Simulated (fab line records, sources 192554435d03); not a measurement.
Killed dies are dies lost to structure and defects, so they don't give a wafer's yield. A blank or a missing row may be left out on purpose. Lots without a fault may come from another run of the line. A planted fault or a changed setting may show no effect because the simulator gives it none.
Chamber matching | flow n5_finfet | N5_FIN_CUT_ETCH_20 on rie_diel-06: 4 sister chambers
The step etches SiARC in CF4, target depth 26 nm, time 43.3 s. 8 wafers are shown with their chamber, then 9 later ones without.

WAFERS WITH THEIR CHAMBER
wafer  | chamber | showerhead_plenum_p_Torr (Torr) | drypump_motor_current_A (A)
L081.2 | 3       | 2.12                            | 5.8
L083.5 | 1       | 2.11                            | 6.5
L083.6 | 2       | 2.05                            | 6.1
L084.4 | 1       | 2.11                            | 6.5
L084.5 | 2       | 2.05                            | 6.1
L085.1 | 3       | 2.11                            | 5.8
L085.4 | 0       | 2.20                            | 6.8
L085.5 | 0       | 2.20                            | 6.7

WAFERS WITHOUT THEIR CHAMBER
wafer  | showerhead_plenum_p_Torr (Torr) | drypump_motor_current_A (A)
L091.2 | 2.20                            | 6.8
L091.3 | 2.04                            | 6.1
L091.5 | 2.11                            | 5.7
L092.2 | 2.04                            | 6.1
L092.4 | 2.11                            | 5.7
L092.6 | 2.20                            | 6.8
L093.1 | 2.10                            | 6.5
L093.2 | 2.11                            | 5.7
L093.3 | 2.04                            | 6.1

WHICH CHAMBER EACH WENT THROUGH
wafer  | from the rows above | in truth
L091.2 | 0                   | 0
L091.3 | 2                   | 2
L091.5 | 3                   | 3
L092.2 | 2                   | 2
L092.4 | 3                   | 3
L092.6 | 0                   | 0
L093.1 | 1                   | 1
L093.2 | 3                   | 3
L093.3 | 2                   | 2
Placed correctly: 9 of 9. Can't be placed from these rows: 0. Placed wrongly: 0.
How it was worked out, from the rows above alone: a wafer's distance from a chamber is the root of the sum, over the readings, of the square of ((its reading less the chamber's mean) divided by the reading's scatter). The wafer belongs to the nearest chamber; if the next one is less than 2 further off, it can't be placed. A chamber's mean is the mean of its shown wafers. The scatter: the root of (the sum of the squares of (reading less its chamber's mean) over the shown wafers, divided by (wafers less chambers)).
